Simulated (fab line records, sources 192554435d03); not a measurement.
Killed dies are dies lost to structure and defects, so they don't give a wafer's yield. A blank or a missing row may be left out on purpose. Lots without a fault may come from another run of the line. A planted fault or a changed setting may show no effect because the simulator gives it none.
Chamber matching | flow n5_finfet | N5_GATE_CUT_CMP_43 on cmp-04: 4 sister chambers
The step polishes SiO2. 16 wafers are shown with their chamber, then 8 later ones without.

WAFERS WITH THEIR CHAMBER
wafer  | chamber | motor_current_A (A) | slurry_filter_dp_kPa (kPa)
L077.4 | 3       | 13.2                | 13.48
L077.5 | 1       | 12.3                | 13.50
L077.6 | 0       | 11.6                | 13.41
L081.1 | 0       | 10.5                | 13.47
L081.2 | 3       | 13.1                | 13.62
L081.6 | 3       | 12.9                | 13.11
L085.1 | 2       | 11.0                | 13.36
L085.4 | 0       | 11.1                | 13.44
L085.6 | 2       | 11.0                | 13.44
L088.2 | 2       | 11.2                | 13.49
L088.3 | 3       | 13.3                | 13.60
L088.6 | 2       | 11.0                | 13.39
L089.2 | 0       | 11.4                | 13.47
L089.3 | 1       | 12.8                | 13.62
L089.5 | 2       | 11.1                | 13.53
L091.2 | 0       | 10.7                | 13.31

SIGNATURES (means of the wafers above)
reading              | chamber 0 | chamber 1 | chamber 2 | chamber 3 | scatter within a chamber
motor_current_A      | 11.060    | 12.550    | 11.060    | 13.125    | 0.302
slurry_filter_dp_kPa | 13.4200   | 13.5600   | 13.4420   | 13.4525   | 0.133
Rule: a wafer's distance from a chamber is the root of the sum, over the readings, of the square of ((its reading less the chamber's mean) divided by the reading's scatter). The wafer belongs to the nearest chamber; if the next one is less than 2 further off, it can't be placed. The scatter: the root of (the sum of the squares of (reading less its chamber's mean) over the shown wafers, divided by (wafers less chambers)).

WAFERS WITHOUT THEIR CHAMBER
wafer  | motor_current_A (A) | slurry_filter_dp_kPa (kPa)
L091.5 | 12.8                | 13.32
L091.6 | 10.8                | 13.64
L093.2 | 11.9                | 13.29
L093.4 | 10.7                | 13.33
L093.6 | 12.6                | 13.42
L095.2 | 11.0                | 13.43
L095.5 | 12.8                | 13.42
L095.6 | 10.9                | 13.70

WHICH CHAMBER EACH WENT THROUGH
wafer  | from the rows above               | in truth
L091.5 | can't be placed: 3 or 1           | 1
L091.6 | can't be placed: 2 or 0           | 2
L093.2 | can't be placed: 0 or 1 or 2 or 3 | 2
L093.4 | can't be placed: 0 or 2           | 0
L093.6 | can't be placed: 1 or 3           | 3
L095.2 | can't be placed: 0 or 2           | 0
L095.5 | can't be placed: 3 or 1           | 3
L095.6 | can't be placed: 2 or 0           | 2
Placed correctly: 0 of 8. Can't be placed from these rows: 8 (the true chamber is among the candidates in 8). Placed wrongly: 0.
